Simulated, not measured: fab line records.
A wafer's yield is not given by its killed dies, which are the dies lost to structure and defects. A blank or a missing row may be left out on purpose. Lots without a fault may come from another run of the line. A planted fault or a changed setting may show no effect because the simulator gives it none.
fab line records | flow n5Finfet
[record] lots = 6 wafers = 17 lastDay = 18
route steps=1938 shown SD_EPI_P@299 BEOL_M4@1111
lots with no fault: from the same line, run without faults
startH: hours from the record's first day to the start of the lot's first wafer shown | waitH: hours elapsed since this lot's preceding step | " same as the row above | L1.1+2: a row that stands for several wafers | - either no value or no given start | * or withheld: withheld | < > ~ a bound
route shown NAME@n: NAME is a module with steps in the file, n the number in the route of the first one | usual: mean/standard deviation of fault-free wafers | same: alike in all rows | chamber/n: place in a boat | sites: the reading at each site | _std_site: standard deviation across them | _edge_site: inner sites' mean taken away from outer sites' mean | radiusMm: for every site, how far away it sits from the centre of the wafer | mask NAME#n: copy n | behind: the tool/chamber that last shaped the wafer | hold: what put the lot on hold/how long, in hours/how the hold closed | device: whichever transistor did not switch (one of n, p or np) | end of line: at the end of the route, the tests of the same wafers | a step without rows: its recipe alone | killed: count of dies lost to structure and defects at first sort (not the wafer's yield) | map: a wafer's dies, marking killed ones x, the rest . and places with no die _
set.NAME: setting as actually run; set.NAME@STEP: the setting as run at that earlier step | model.NAME: the simulator's own value behind a step, which no gauge read
a table for each step, a row for each wafer; lots at some steps of the route
services: a tool's chamber out of use, with start hour (startH, from the record's first day; less than 0 if before it), hours out, and reason
[[steps]]
[step N5_SD_EPI_P_SOFTBAKE_04]
[recipe] tempC = 110 timeS = 60 resist = CAR-ArF-block
[step N5_SD_EPI_P_EXPOSE_06]
[recipe] maskId = SD_P_BLK na = 1.35 sourceShape = conventional sigmaOuter = 0.8 polarization = unpolarized targetCdNm = 240 doseMj = 39.5
[step N5_SD_EPI_P_PEB_07]
[recipe] pebTempC = 110 pebTimeS = 60 resist = CAR-ArF-block
[step N5_SD_EPI_P_DEVELOP_08]
[recipe] developTimeS = 30 developer = TMAH resist = CAR-ArF-block devTempC = 23 rinseLiquid = diw dry = airSpin
[step N5_SD_EPI_P_CD_MEAS_09]
[recipe] targetCdNm = 240 landingEnergyEv = 500 detector = seInlens
[usual] cdNm = 240.2/0.74
// columns lot.wafer tool chamber startH waitH cdNm
L839.1 cdSem-01 0 66.51 - 240.4
L839.3 " 0 " " 240.6
L839.5 " 0 " " 239.8
L845.2 cdSem-01 0 107.63 - 239.5
L845.3 " 0 " " 239.9
L847.2 cdSem-02 0 115.06 - 239.4
L847.3 " 0 " " 239.2
L847.4 " 0 " " 240.1
L850.1 cdSem-03 0 131.38 - 238.8
L850.3 " 0 " " 239.1
L850.5 " 0 " " 238.9
L858.2 cdSem-02 0 179.45 - 240.1
L858.4 " 0 " " 239.4
L858.6 " 0 " " 239.8
L860.1 cdSem-02 0 191.09 - 240.1
L860.4 " 0 " " 240.3
L860.6 " 0 " " 239.5
[step N5_SD_EPI_P_OVL_MEAS_10]
[recipe] pointsPerWafer = 44
[usual] SD_P_BLK_OVL = 0.1/0.73
// columns lot.wafer tool chamber startH waitH SD_P_BLK_OVL[nm]
L839.1 overlay-02 0 66.54 0.0 -0.9
L839.3 " 0 " " -0.3
L839.5 " 0 " " 0.4
L845.2 overlay-01 0 107.66 0.0 -0.1
L845.3 " 0 " " 0.1
L847.2 overlay-01 0 115.09 0.0 0.4
L847.3 " 0 " " -0.3
L847.4 " 0 " " 0.2
L850.1 overlay-01 0 131.41 0.0 1.0
L850.3 " 0 " " 0.6
L850.5 " 0 " " 0.5
L858.2 overlay-01 0 179.48 0.0 0.7
L858.4 " 0 " " 1.1
L858.6 " 0 " " 0.8
L860.1 overlay-02 0 191.12 0.0 -0.1
L860.4 " 0 " " 0.1
L860.6 " 0 " " 0.7
[step N5_SD_EPI_P_INSPECT_11]
[recipe] mode = adi inspectInstrument = macro
[usual] rawDefectCount = 2.2/1.4
// columns lot.wafer tool chamber startH waitH rawDefectCount
L839.1 defectInspect-02 - 66.56 0.0 3
L839.3 " - " " 1
L839.5 " - " " 2
L845.2 defectInspect-01 - 107.69 0.0 2
L845.3 " - " " 5
L847.2 defectInspect-01 - 115.11 0.0 1
L847.3 " - " " 2
L847.4 " - " " 0
L850.1 defectInspect-01 - 131.44 0.0 2
L850.3 " - " " 2
L850.5 " - " " 3
L858.2 defectInspect-02 - 179.50 0.0 2
L858.4 " - " " 5
L858.6 " - " " 5
L860.1 defectInspect-01 - 191.15 0.0 4
L860.4 " - " " 0
L860.6 " - " " 2
[step N5_SD_EPI_P_DESCUM_14]
[recipe] chemistry = O2 timeS = 7.9 sourcePowerW = 50 biasPowerW = 20 pressureMtorr = 20 rfFrequencyHz = 2.712e+07 tempC = 40 resist = CAR-ArF-block o2FlowSccm = 225
[usual] drypumpMotorCurrentA = 5.4/0.48 oesProductAu = 0.76/0.047 rfVppV = 242.5/1.4 showerheadPlenumPTorr = 2.05/0.072 throttleValvePct = 20.36/0.16
// columns lot.wafer tool chamber startH waitH drypumpMotorCurrentA oesProductAu rfHoursCounterH rfVppV showerheadPlenumPTorr throttleValvePct
L839.1 rieDiel-01 3 66.60 0.0 5.7 0.72 201 243.0 2.07 20.41
L839.3 " 2 " " 6.3 0.77 123 243.5 2.11 20.25
L839.5 " 2 " " 6.3 0.76 - 243.8 2.11 20.24
L845.2 rieDiel-06 1 107.72 0.0 4.9 0.78 121 242.2 2.02 20.42
L845.3 " 2 " " 5.0 0.76 130 242.2 2.00 20.27
L847.2 rieDiel-06 3 115.15 0.0 5.6 0.69 208 241.2 1.99 20.32
L847.3 " 0 " " 5.5 0.74 140 243.2 2.09 20.66
L847.4 " 1 " " 5.0 0.79 123 241.4 2.02 20.40
L850.1 rieDiel-02 2 131.48 0.0 5.1 0.76 145 241.9 2.00 20.25
L850.3 " 1 " " 6.3 0.78 136 241.7 2.01 20.23
L850.5 " 0 " " 5.3 0.89 - 244.5 2.23 20.09
L858.2 rieDiel-06 3 179.54 0.0 5.6 0.67 229 240.4 1.98 20.36
L858.4 " 0 " " 5.5 0.73 157 243.4 2.08 20.67
L858.6 " 0 " " 5.6 0.73 - 242.9 2.08 20.68
L860.1 rieDiel-06 3 191.19 0.0 5.5 0.67 233 241.0 1.98 20.39
L860.4 " 2 " " 5.0 0.74 158 242.0 1.99 20.32
L860.6 " 3 " " 5.6 0.67 - 242.3 1.98 20.36
[step N5_SD_EPI_P_ETCH_36]
[recipe] chemistry = CF4 target = SiARC targetDepthA = 455 maskMaterial = CAR-ArF-block timeS = 75.8 ionEnergyEv = 80 pressureMtorr = 40 sourceW = 545 biasW = 36 Ar_flow_sccm = 100 cf4FlowSccm = 100 ends = cleared
[usual] drypumpMotorCurrentA = 5.4/0.48 etchRfOnTimeS = 75.9/1.2 oesProductAu = 0.65/0.041 rfVppV = 183.6/1.1 showerheadPlenumPTorr = 2.10/0.069 throttleValvePct = 15.58/0.18
// columns lot.wafer tool chamber startH waitH drypumpMotorCurrentA etchRfOnTimeS oesProductAu rfHoursCounterH rfVppV showerheadPlenumPTorr throttleValvePct
L839.1 rieDiel-01 3 66.63 0.0 5.7 75.4 0.62 201 184.1 2.14 15.69
L839.3 " 2 " " 6.3 75.5 0.65 123 183.0 2.14 15.39
L839.5 " 2 " " 6.3 75.9 0.64 - 185.2 2.14 15.39
L845.2 rieDiel-06 1 107.76 0.0 4.9 75.0 0.68 121 183.9 2.07 15.61
L845.3 " 2 " " 5.0 75.5 0.65 130 182.9 2.07 15.60
L847.2 rieDiel-06 3 115.18 0.0 5.5 77.0 0.59 208 182.5 2.04 15.53
L847.3 " 0 " " 5.5 77.5 0.63 140 182.3 2.15 15.88
L847.4 " 1 " " 4.9 74.4 0.68 123 183.0 2.07 15.61
L850.1 rieDiel-02 2 131.52 0.0 5.0 76.3 0.65 145 183.2 2.06 15.54
L850.3 " 1 " " 6.3 76.0 0.67 136 182.0 2.06 15.36
L850.5 " 0 " " 5.2 74.7 0.77 - 185.4 2.27 15.24
L858.2 rieDiel-06 3 179.57 0.0 5.6 78.5 0.57 229 181.7 2.03 15.61
L858.4 " 0 " " 5.5 78.8 0.61 157 183.0 2.14 15.90
L858.6 " 0 " " 5.5 77.7 0.63 - 185.7 2.14 15.91
L860.1 rieDiel-06 3 191.23 0.0 5.5 77.7 0.57 233 181.3 2.03 15.59
L860.4 " 2 " " 5.0 76.4 0.63 158 183.4 2.06 15.64
L860.6 " 3 " " 5.5 77.5 0.57 - 182.3 2.03 15.59
[step N5_SD_EPI_P_ETCH_37]
[recipe] chemistry = N2/H2 target = SOC overetchA = 1080 maskMaterial = SiARC tempC = 40 ionEnergyEv = 100 sourceW = 3000 biasW = 133 pressureMtorr = 20 timeS = 486 n2FlowSccm = 200 h2FlowSccm = 200 ends = endPoint
[usual] drypumpMotorCurrentA = 5.4/0.48 oesProductAu = 0.68/0.041 rfVppV = 240.0/1.5 showerheadPlenumPTorr = 2.49/0.086 throttleValvePct = 23.82/0.24
// columns lot.wafer tool chamber startH waitH drypumpMotorCurrentA oesProductAu rfHoursCounterH rfVppV showerheadPlenumPTorr throttleValvePct
L839.1 rieDiel-01 3 66.69 0.0 5.7 0.64 201 240.9 2.53 24.11
L839.3 " 2 " " 6.3 0.68 123 241.6 2.54 23.54
L839.5 " 2 " " 6.3 0.68 - 241.8 2.54 23.53
L845.2 rieDiel-06 1 107.81 0.0 5.0 0.71 121 238.8 2.45 23.68
L845.3 " 2 " " 5.0 0.68 130 238.4 2.44 23.70
L847.2 rieDiel-06 3 115.24 0.0 5.6 0.62 208 239.1 2.41 23.90
L847.3 " 0 " " 5.5 0.67 140 240.3 2.54 24.33
L847.4 " 1 " " 4.9 0.71 123 239.6 2.45 23.67
L850.1 rieDiel-02 2 131.57 0.0 5.1 0.68 145 238.4 2.43 23.78
L850.3 " 1 " " 6.3 0.71 136 239.3 2.44 23.68
L850.5 " 0 " " 5.2 0.81 - 242.6 2.70 23.63
L858.2 rieDiel-06 3 179.63 0.0 5.6 0.61 230 238.1 2.40 23.93
L858.4 " 0 " " 5.5 0.66 157 240.4 2.54 24.33
L858.6 " 0 " " 5.5 0.66 - 239.9 2.54 24.36
L860.1 rieDiel-06 3 191.28 0.0 5.6 0.61 233 239.5 2.40 23.94
L860.4 " 2 " " 5.0 0.66 158 237.7 2.43 23.73
L860.6 " 3 " " 5.6 0.61 - 238.1 2.40 23.93
[step N5_SD_EPI_P_STRIP_38]
[recipe] chemistry = N2/H2 tempC = 40 n2FlowSccm = 200 h2FlowSccm = 200 rfFrequencyHz = 6e+07
[step N5_SD_EPI_P_ETCHBACK_46]
[recipe] chemistry = CH3F/O2 mode = anisotropicEtchback target = SiNx targetDepthA = 175 stopOn = SiO2 overEtchFrac = 0.3 ionEnergyEv = 120 pressureMtorr = 30 sourceW = 395 biasW = 73 Ar_flow_sccm = 150 CH3F_flow_sccm = 30 O2_flow_sccm = 20
[usual] drypumpMotorCurrentA = 5.4/0.48 oesProductAu = 0.65/0.039 rfVppV = 296/3.6 showerheadPlenumPTorr = 1.96/0.068 throttleValvePct = 16.32/0.18
// columns lot.wafer tool chamber startH waitH drypumpMotorCurrentA oesProductAu rfHoursCounterH rfVppV showerheadPlenumPTorr throttleValvePct
L839.1 rieDiel-01 3 67.01 0.0 5.7 0.62 201 297 1.99 16.42
L839.3 " 2 " " 6.3 0.65 123 299 2.00 16.14
L839.5 " 2 " " 6.3 0.65 - 298 2.00 16.15
L845.2 rieDiel-06 1 108.14 0.0 4.9 0.67 121 293 1.93 16.32
L845.3 " 2 " " 5.0 0.65 130 291 1.93 16.31
L847.2 rieDiel-06 3 115.56 0.0 5.5 0.59 208 294 1.90 16.32
L847.3 " 0 " " 5.5 0.64 140 304 2.01 16.64
L847.4 " 1 " " 5.0 0.67 123 293 1.93 16.33
L850.1 rieDiel-02 2 131.90 0.0 5.1 0.65 146 295 1.92 16.25
L850.3 " 1 " " 6.3 0.68 136 294 1.92 16.14
L850.5 " 0 " " 5.2 0.76 - 300 2.12 15.96
L858.2 rieDiel-06 3 179.95 0.0 5.6 0.58 230 296 1.89 16.33
L858.4 " 0 " " 5.5 0.63 157 305 2.00 16.67
L858.6 " 0 " " 5.5 0.63 - 302 2.00 16.65
L860.1 rieDiel-06 3 191.61 0.0 5.5 0.58 233 294 1.89 16.33
L860.4 " 2 " " 5.0 0.64 158 289 1.92 16.37
L860.6 " 3 " " 5.6 0.57 - 295 1.89 16.35
[step N5_SD_EPI_P_ETCH_47]
[recipe] chemistry = CH3F/O2 target = SiOCN targetDepthA = 250 maskMaterial = SOC ionEnergyEv = 60 biasW = 29 pressureMtorr = 30 sourceW = 410 Ar_flow_sccm = 150 CH3F_flow_sccm = 30 O2_flow_sccm = 20
[usual] drypumpMotorCurrentA = 5.4/0.48 oesProductAu = 0.76/0.048 rfVppV = 126.9/1.6 showerheadPlenumPTorr = 1.96/0.068 throttleValvePct = 16.29/0.18
// columns lot.wafer tool chamber startH waitH drypumpMotorCurrentA oesProductAu rfHoursCounterH rfVppV showerheadPlenumPTorr throttleValvePct model.etch.depthNm
L839.1 rieDiel-01 3 67.11 0.1 5.7 0.72 201 126.8 1.99 16.37 25.03
L839.3 " 2 " " 6.3 0.77 123 127.1 2.00 16.11 25.41
L839.5 " 2 " " 6.3 0.77 - 127.3 2.00 16.12 25.05
L845.2 rieDiel-06 1 108.24 0.1 4.9 1.05 121 123.4 1.93 16.30 38.16
L845.3 " 2 " " 5.0 0.76 130 124.7 1.93 16.29 24.79
L847.2 rieDiel-06 3 115.66 0.1 5.6 0.92 208 126.5 1.90 16.27 37.85
L847.3 " 0 " " 5.5 0.73 140 128.3 2.01 16.60 24.2
L847.4 " 1 " " 4.9 0.79 123 124.7 1.93 16.28 24.83
L850.1 rieDiel-02 2 132.00 0.1 5.1 0.76 146 127.7 1.92 16.24 24.91
L850.3 " 1 " " 6.2 0.79 136 125.8 1.92 16.11 25.02
L850.5 " 0 " " 5.2 0.89 - 129.0 2.12 15.92 25.17
L858.2 rieDiel-06 3 180.05 0.1 5.5 0.67 230 125.5 1.89 16.30 24.64
L858.4 " 0 " " 5.5 0.73 157 129.9 2.00 16.64 24.46
L858.6 " 0 " " 5.5 0.73 - 129.0 2.00 16.63 24.61
L860.1 rieDiel-06 3 191.71 0.1 5.5 0.67 233 125.4 1.89 16.32 24.47
L860.4 " 2 " " 5.0 0.74 158 125.3 1.92 16.35 24.84
L860.6 " 3 " " 5.6 0.66 - 127.1 1.89 16.32 24.24
[step N5_SD_EPI_P_ETCH_16]
[recipe] chemistry = CHF3/O2 target = SiO2 targetDepthA = 50 maskMaterial = SOC pressureMtorr = 30 sourceW = 650 biasW = 170 Ar_flow_sccm = 200 CHF3_flow_sccm = 50 O2_flow_sccm = 5 ionEnergyEv = 200
[usual] drypumpMotorCurrentA = 5.4/0.48 oesProductAu = 0.76/0.049 rfVppV = 522/6.4 showerheadPlenumPTorr = 2.37/0.079 throttleValvePct = 18.87/0.19
// columns lot.wafer tool chamber startH waitH drypumpMotorCurrentA oesProductAu rfHoursCounterH rfVppV showerheadPlenumPTorr throttleValvePct
L839.1 rieDiel-01 3 67.21 0.1 5.7 0.72 201 523 2.40 18.94
L839.3 " 2 " " 6.3 0.75 123 525 2.41 18.68
L839.5 " 2 " " 6.3 0.76 - 525 2.41 18.69
L845.2 rieDiel-06 1 108.34 0.1 4.9 0.79 121 516 2.33 18.89
L845.3 " 2 " " 5.0 0.76 130 514 2.33 18.88
L847.2 rieDiel-06 3 115.76 0.1 5.6 0.69 208 521 2.29 18.80
L847.3 " 0 " " 5.5 0.73 140 535 2.42 19.22
L847.4 " 1 " " 5.0 0.78 123 513 2.33 18.87
L850.1 rieDiel-02 2 132.10 0.1 5.1 0.76 146 522 2.32 18.81
L850.3 " 1 " " 6.3 0.79 136 519 2.32 18.68
L850.5 " 0 " " 5.3 0.89 - 528 2.55 18.51
L858.2 rieDiel-06 3 180.15 0.1 5.6 0.67 230 521 2.29 18.83
L858.4 " 0 " " 5.5 0.72 157 532 2.41 19.24
L858.6 " 0 " " 5.5 0.72 - 534 2.41 19.24
L860.1 rieDiel-06 3 191.81 0.1 5.5 0.67 233 520 2.28 18.84
L860.4 " 2 " " 5.0 0.73 158 513 2.32 18.92
L860.6 " 3 " " 5.6 0.66 - 519 2.28 18.84
[step N5_BEOL_M4_RC_MEAS_101]
[usual] DIBL_N = 36.5/1.4 DIBL_P = 36.9/1.7 IOFF_N = 0.163/0.023 IOFF_P = 0.22/0.032 ION_N = 673/9 ION_P = 462/7.5 SS_N = 71.6/0.54 SS_P = 73.4/0.62 VT_N = 249.8/2.8 VT_P = -250/3.5
// columns lot.wafer tool chamber startH waitH DIBL_N[mV/V] DIBL_P[mV/V] IOFF_N[nA/um] IOFF_P[nA/um] ION_N[uA/um] ION_P[uA/um] SS_N[mV/dec] SS_P[mV/dec] VT_N[mV] VT_P[mV]
L839.1 prober-02 0 182.40 0.0 37.6 37.2 0.176 0.26 679 470 72.2 73.9 249.2 -246
L839.3 " 0 " " 37.6 37.6 0.183 0.27 689 477 72.1 74.1 245.5 -243
L839.5 " 0 " " 37.1 37.0 0.169 0.27 670 468 71.8 73.5 247.0 -248
L845.2 prober-01 0 213.27 0.2 34.3 37.4 0.149 0.28 677 480 72.3 73.4 248.2 -245
L845.3 " 0 " " 35.8 37.1 0.162 0.24 670 465 71.9 73.6 251.1 -247
L847.2 prober-02 0 233.51 0.2 34.9 36.0 0.129 0.25 663 460 71.3 72.9 253.5 -246
L847.3 " 0 " " 36.2 35.2 0.155 0.22 667 463 71.5 72.3 248.4 -246
L847.4 " 0 " " 34.3 33.4 0.131 0.19 678 465 70.9 72.3 249.7 -250
L850.1 prober-02 0 250.63 0.0 38.9 37.8 0.198 0.22 680 460 72.1 74.2 246.4 -250
L850.3 " 0 " " 37.4 35.6 0.162 0.19 681 453 71.9 73.0 250.4 -253
L850.5 " 0 " " 37.7 36.0 0.162 0.19 662 453 71.2 73.7 251.5 -254
L860.1 prober-02 0 303.67 0.0 36.8 35.8 0.174 0.24 670 468 71.3 73.7 247.3 -249
L860.4 " 0 " " 36.5 34.9 0.172 0.23 662 455 72.4 73.5 248.9 -249
L860.6 " 0 " " 35.4 34.1 0.147 0.22 671 462 71.2 72.8 249.3 -249
L858.2 prober-01 0 307.80 0.2 33.6 33.8 0.129 0.17 665 462 70.9 72.0 249.9 -254
L858.4 " 0 " " 34.3 35.2 0.147 0.19 677 464 70.7 73.3 246.3 -250
L858.6 " 0 " " 32.6 33.7 0.118 0.17 672 468 70.5 72.9 253.8 -254
[[services]]
// columns tool chamber startH hours kind
rieDiel-01 - 89.90 2.8 pm
rieDiel-02 0 100.79 3.5 repair
rieDiel-02 0 104.59 9.6 repair
rieDiel-02 3 125.78 8.9 repair
rieDiel-06 0 161.86 8.2 repair
[[key]]
[firstSign] step = N5_SD_EPI_P_ETCH_47 reading = oesProductAu direction = up sigmas = 4.8 usual = 0.76 struck = 0.99
effect none on later readings
[modelEffect] step = N5_SD_EPI_P_ETCH_47 value = etch.depthNm without = 24.55 struck = 38.01
metAt N5_SD_EPI_P_ETCH_47
struckWafers L845.2,L847.2
[fault] kind = processParameterDrift tool = rieDiel-06 chamber = - onsetH = 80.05 steps = N5_SD_EPI_P_ETCH_47 channel = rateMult offset = 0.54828 shape = step endH = 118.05 scope = struckWafersOnly
